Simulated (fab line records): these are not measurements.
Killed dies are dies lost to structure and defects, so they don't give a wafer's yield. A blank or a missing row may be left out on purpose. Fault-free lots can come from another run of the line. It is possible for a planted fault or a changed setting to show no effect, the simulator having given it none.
Which tool was responsible? ; flow n5-finfet ; 9 lots, 27 wafers sampled, at 1 step of a route of 1938

== WHAT EACH GAUGE READ, for each wafer ==
N5_BEOL_M4_RC_MEAS_101.
lot;measured;on;DIBL_N (mV/V)
L177;day 9 10:20;prober-02;37.9 36.6 36.2
L179;day 10 02:08;prober-01;34.5 35.7 36.3
L181;day 10 03:59;prober-02;34.6 34.7 33.7
L182;day 10 09:19;prober-02;36.2 36.2 37.2
L185;day 11 02:43;prober-02;36.8 36.3 35.5
L190;day 12 14:11;prober-01;36.3 35.4 35.9
L189;day 12 17:29;prober-02;33.9 37.8 36.2
L193;day 13 06:13;prober-01;33.7 32.9 33.2
L192;day 13 13:46;prober-02;35.8 33.6 36.4

== TOOL THAT RAN EACH LOT (tool first, then ch and the chambers of the sampled wafers, then the start) ==
The record shows no process step preceding these readings.

== THE ANSWER, worked out from the rows above alone ==
Rule: the usual values come from the lots themselves. The widest of any qualifying gaps counts: lots, ordered by their means at a reading, are off when they make up no more than a third of the lots, leave a main group of 4 or more, and stand apart from it by 3 or more times the standard deviation of that group's means. A main group is skipped when, at the precision printed for the reading in the tables above, its means are all equal. Also off: a lot with no number at a reading for which 4 or more lots have one. All remaining lots with rows at the step are treated as sound.
Across all readings shown, no lot is off: no conclusion can be drawn from this.

== WHAT WAS PUT IN BY THE SIMULATOR ==
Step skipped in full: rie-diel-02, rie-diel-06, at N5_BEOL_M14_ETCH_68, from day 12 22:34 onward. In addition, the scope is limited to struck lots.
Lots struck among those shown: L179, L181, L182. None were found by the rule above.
